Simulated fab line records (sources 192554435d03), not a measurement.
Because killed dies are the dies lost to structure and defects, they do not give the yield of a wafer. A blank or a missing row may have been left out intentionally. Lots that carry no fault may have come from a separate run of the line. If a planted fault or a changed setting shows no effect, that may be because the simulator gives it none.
Matching of chambers :: flow n5Finfet :: N5_MOL_CONTACT_COAG_ETCH_59 on rieDiel-05 has 4 sister chambers
The step etches underlayer in N2/H2, target depth 13 nm, time 10.4 s. 4 wafers are shown with their chamber, then 11 later ones without.

== WAFERS, EACH WITH ITS CHAMBER ==
wafer: L084.2
chamber: 0
throttleValvePct (%): 18.07

wafer: L084.3
chamber: 1
throttleValvePct (%): 17.63

wafer: L084.4
chamber: 2
throttleValvePct (%): 18.35

wafer: L085.1
chamber: 3
throttleValvePct (%): 17.76

== WAFERS MISSING THEIR CHAMBER ==
wafer: L085.4
throttleValvePct (%): 18.09

wafer: L085.5
throttleValvePct (%): 17.74

wafer: L088.2
throttleValvePct (%): 18.10

wafer: L088.5
throttleValvePct (%): 17.76

wafer: L088.6
throttleValvePct (%): 18.11

wafer: L092.2
throttleValvePct (%): 18.10

wafer: L092.4
throttleValvePct (%): 17.65

wafer: L092.6
throttleValvePct (%): 17.66

wafer: L095.1
throttleValvePct (%): 18.39

wafer: L095.2
throttleValvePct (%): 18.12

wafer: L095.5
throttleValvePct (%): 18.12

== CHAMBER TAKEN BY EACH ==
wafer: L085.4
from the rows above: 0
in truth: 0

wafer: L085.5
from the rows above: 3
in truth: 3

wafer: L088.2
from the rows above: 0
in truth: 0

wafer: L088.5
from the rows above: 3
in truth: 3

wafer: L088.6
from the rows above: 0
in truth: 0

wafer: L092.2
from the rows above: 0
in truth: 0

wafer: L092.4
from the rows above: 1
in truth: 1

wafer: L092.6
from the rows above: 1
in truth: 1

wafer: L095.1
from the rows above: 2
in truth: 2

wafer: L095.2
from the rows above: 0
in truth: 0

wafer: L095.5
from the rows above: 0
in truth: 0
Placed correctly: 11 of 11. From these rows, 0 cannot be placed. Number placed wrongly: 0.
How it was worked out, from the rows above alone: a wafer's distance from a chamber is the root of the sum, over the readings, of the square of ((its reading less the chamber's mean) divided by the reading's scatter). If the next closest chamber is less than 2 further off than the closest, the wafer can't be placed; otherwise it belongs to the closest. Each chamber's mean is taken over the wafers shown for it. The scatter (one wafer shown for each chamber): square how far every hidden wafer sits from the nearest shown wafer, average those squares and take the square root.
